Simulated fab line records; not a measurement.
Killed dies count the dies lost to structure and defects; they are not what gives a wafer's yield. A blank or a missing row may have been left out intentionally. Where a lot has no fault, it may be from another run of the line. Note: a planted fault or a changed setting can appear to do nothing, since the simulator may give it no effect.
Matching of chambers + flow n5 finfet + rie diel-02 running N5_FIN_CUT_ETCH_30: 4 sister chambers
The step etches underlayer in N2/H2, target depth 13 nm, time 10.4 s. 4 wafers are shown with their chamber, then 10 later ones without.

EACH WAFER AND ITS CHAMBER
| wafer  | chamber | showerhead plenum p Torr (Torr) |
|--------|---------|---------------------------------|
| L077.1 | 3       | 2.41                            |
| L082.6 | 2       | 2.67                            |
| L090.1 | 0       | 2.58                            |
| L090.5 | 1       | 2.59                            |

WAFERS MISSING THEIR CHAMBER
| wafer  | showerhead plenum p Torr (Torr) |
|--------|---------------------------------|
| L090.6 | 2.58                            |
| L091.1 | 2.59                            |
| L091.2 | 2.66                            |
| L091.4 | 2.66                            |
| L093.2 | 2.59                            |
| L093.4 | 2.66                            |
| L093.6 | 2.59                            |
| L096.1 | 2.72                            |
| L096.3 | 2.66                            |
| L096.4 | 2.59                            |

THE CHAMBER EACH PASSED THROUGH
| wafer  | from the rows above     | in truth                   |
|--------|-------------------------|----------------------------|
| L090.6 | can't be placed: 0 or 1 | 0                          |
| L091.1 | can't be placed: 1 or 0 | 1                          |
| L091.2 | 2                       | 2                          |
| L091.4 | 2                       | 2                          |
| L093.2 | can't be placed: 1 or 0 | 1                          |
| L093.4 | 2                       | 2                          |
| L093.6 | can't be placed: 1 or 0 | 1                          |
| L096.1 | 2                       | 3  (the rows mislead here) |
| L096.3 | 2                       | 2                          |
| L096.4 | can't be placed: 1 or 0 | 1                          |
4 of 10 placed correctly. These rows do not allow placing 5 (true chamber among the candidates in 5). Placed wrongly: 1.
How it was worked out, from the rows above alone: a wafer's distance from a chamber is the root of the sum, over the readings, of the square of ((its reading less the chamber's mean) divided by the reading's scatter). If the next closest chamber is less than 2 further off than the closest, the wafer can't be placed; otherwise it belongs to the closest. Each chamber's mean is taken over the wafers shown for it. The scatter: with one shown wafer a chamber, the root of the mean of the squares of how far each hidden wafer lies from its nearest shown one.
